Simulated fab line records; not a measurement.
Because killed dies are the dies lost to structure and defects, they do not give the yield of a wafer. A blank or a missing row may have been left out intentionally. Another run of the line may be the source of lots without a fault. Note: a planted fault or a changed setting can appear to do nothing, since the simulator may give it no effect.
Which tool was responsible? | flow nand harc | Sampling: 7 lots, 21 wafers, 2 of 1302 route steps

== WHAT THE GAUGES SHOWED, per wafer ==
NHARC_P_STI_OVL_MEAS_10.
lot  | measured     | on         | overlay x nm (nm)
L207 | day 3 06:17  | overlay-01 | -7 -7 -8
L209 | day 4 02:14  | overlay-01 | -2 -2 -3
L214 | day 6 04:44  | overlay-02 | 1 2 2
L216 | day 7 01:56  | overlay-02 | -9 -8 -9
L221 | day 9 00:45  | overlay-01 | -5 -5 -5
L223 | day 9 22:13  | overlay-02 | -4 -4 -4
L227 | day 11 14:29 | overlay-02 | 1 2 1

== WHICH TOOL RAN EACH LOT (tool, then ch and the chambers of the sampled wafers, then the start) ==
lot  | NHARC_P_ZERO_WELL_DESCUM_13
L207 | rie diel-07 ch 0,2,3, day 2 07:58
L209 | rie diel-04 ch 1,3, day 3 03:17
L214 | rie diel-01 ch 0,2,3, day 5 05:16
L216 | rie diel-04 ch 0,1,2, day 6 01:25
L221 | rie diel-01 ch 0,1,3, day 8 03:24
L223 | rie diel-01 ch 1,3, day 8 23:33
L227 | rie diel-04 ch 0,1, day 10 15:26
- NHARC_P_ZERO_WELL_DESCUM_13: chemistry O2, time 3 s.

== THE ANSWER, worked out from the rows above alone ==
Rule: the usual values come from the lots themselves. The widest of any qualifying gaps counts: lots, ordered by their means at a reading, are off when they make up no more than a third of the lots, leave a main group of 4 or more, and stand apart from it by 3 or more times the standard deviation of that group's means. A main group is skipped when, at the precision printed for the reading in the tables above, its means are all equal. Also off: a lot with no number at a reading for which 4 or more lots have one. The other lots that the step has rows for count as sound.
Across all readings shown, no lot is off: no conclusion can be drawn from this.

== WHAT THE SIMULATOR HAD PUT IN ==
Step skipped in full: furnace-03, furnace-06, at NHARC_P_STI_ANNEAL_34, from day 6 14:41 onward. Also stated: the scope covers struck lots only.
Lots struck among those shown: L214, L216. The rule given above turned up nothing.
